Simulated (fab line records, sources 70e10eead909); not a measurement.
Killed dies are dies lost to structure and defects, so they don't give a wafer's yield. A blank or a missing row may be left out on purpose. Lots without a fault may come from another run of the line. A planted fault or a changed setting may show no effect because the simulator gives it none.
Problem report in the 8D (eight disciplines) form, filled by code | flow nand_harc | the parts of the form that need people (team, actions taken, sign-off) are left out

1. THE PROBLEM
VT_DECK2_BOTTOM_INNER at NHARC_END_WLT_00 reads a mean of 0.949 on 6 wafers of 2 lots; wafers without a fault read 0.870 with a standard deviation of 0.0071. That is +11 standard deviations from the usual mean.
First seen on wafer L678.2, day 33 05:22, on prober-02. The record holds 36 wafers of 12 lots with a number at this step. Rule for "out", or "out of limits": more than 4 standard deviations from the usual mean. The other wafers with a number count as sound.

2. WHAT IT IS AND WHAT IT IS NOT
question                    | is                                                                                                                                                                               | is not
which readings at this step | VT_DECK2_BOTTOM_INNER, VT_DECK2_BOTTOM, VT_DECK2_MEDIAN_NEAR_BOTTOM, VT_DECK2_MEDIAN_NEAR_BOTTOM_INNER, VT_DECK2_MIDDLE, VT_DECK2_MIDDLE_INNER, VT_DECK2_TOP, VT_DECK2_TOP_INNER | VT_DECK1_BOTTOM, VT_DECK1_BOTTOM_INNER, VT_DECK1_MEDIAN_NEAR_BOTTOM, VT_DECK1_TOP
which lots                  | L678, L680                                                                                                                                                                       | L657, L658, L659, L660, L662, L664, L665, L667, L668, L669
which wafers of those lots  | all that have a number                                                                                                                                                           | -
read on which gauges        | prober-02                                                                                                                                                                        | prober-01
when                        | from day 33 05:22                                                                                                                                                                | up to then (30 sound wafers)

3. SUSPECTS, AND WHAT RULES EACH OUT
Counting: a tool at a process step up to the reading stays a suspect if it ran every lot that is out and no sound lot after the first of them.
- the gauge at NHARC_END_WLT_00: kept. All the wafers that are out were read on prober-02, and no step on other tools shows them out.
- lpcvd_poly-01 at NHARC_A_CHANNEL_FILL_D2_CVD_05 (deposits poly-Si, target thk 5 nm): kept. It ran every lot that is out, first L678 (day 23 16:23), and no sound lot after that; its last sound lot up to then is L667 (day 19 03:16).
- cmp-02 at NHARC_THIN_TSV_CMP_01 (polishes): kept. It ran every lot that is out, first L678 (day 32 15:42), and no sound lot after that; its last sound lot up to then is L669 (day 28 18:06).
Left after counting: lpcvd_poly-01 at NHARC_A_CHANNEL_FILL_D2_CVD_05, cmp-02 at NHARC_THIN_TSV_CMP_01, prober-02 at NHARC_END_WLT_00.

4. THE CAUSE (what the simulator had put in)
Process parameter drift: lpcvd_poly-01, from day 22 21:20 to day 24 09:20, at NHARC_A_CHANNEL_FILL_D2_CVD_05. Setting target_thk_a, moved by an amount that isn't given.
Counting left 3 suspects, and this tool is among them.

5. THE CHAIN OF EFFECTS, in route order
Each row: a reading whose mean over the struck wafers that have a number lies more than 3 standard deviations from the usual. Only readings for which the record gives a usual standard deviation are gone through. hours: the time from each lot's start at the first step in this table that gives one to its start at this step, as a median over the lots. sigmas: the change in usual standard deviations.
hours | step             | reading                           | usual | on struck wafers | change | sigmas
0     | NHARC_END_WLT_00 | VT_DECK2_BOTTOM                   | 0.870 | 0.952            | +0.082 | +11
0     | NHARC_END_WLT_00 | VT_DECK2_BOTTOM_INNER             | 0.870 | 0.949            | +0.079 | +11
0     | NHARC_END_WLT_00 | VT_DECK2_MEDIAN_NEAR_BOTTOM       | 0.871 | 0.949            | +0.078 | +9.9
0     | NHARC_END_WLT_00 | VT_DECK2_MEDIAN_NEAR_BOTTOM_INNER | 0.872 | 0.953            | +0.081 | +11
0     | NHARC_END_WLT_00 | VT_DECK2_MIDDLE                   | 0.883 | 0.969            | +0.086 | +12
0     | NHARC_END_WLT_00 | VT_DECK2_MIDDLE_INNER             | 0.883 | 0.964            | +0.081 | +10
0     | NHARC_END_WLT_00 | VT_DECK2_TOP                      | 0.896 | 0.983            | +0.087 | +11
0     | NHARC_END_WLT_00 | VT_DECK2_TOP_INNER                | 0.894 | 0.982            | +0.088 | +12

6. WHAT WOULD HAVE CAUGHT IT SOONER
In this record the first reading out of limits at a measuring or inspecting step was taken at day 33 05:22, 248 hours after the fault began at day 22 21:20.
All the lots that are out (2) had begun NHARC_A_CHANNEL_FILL_D2_CVD_05 on lpcvd_poly-01 by day 33 05:22. A hold on the tool at that time would have spared none of them.
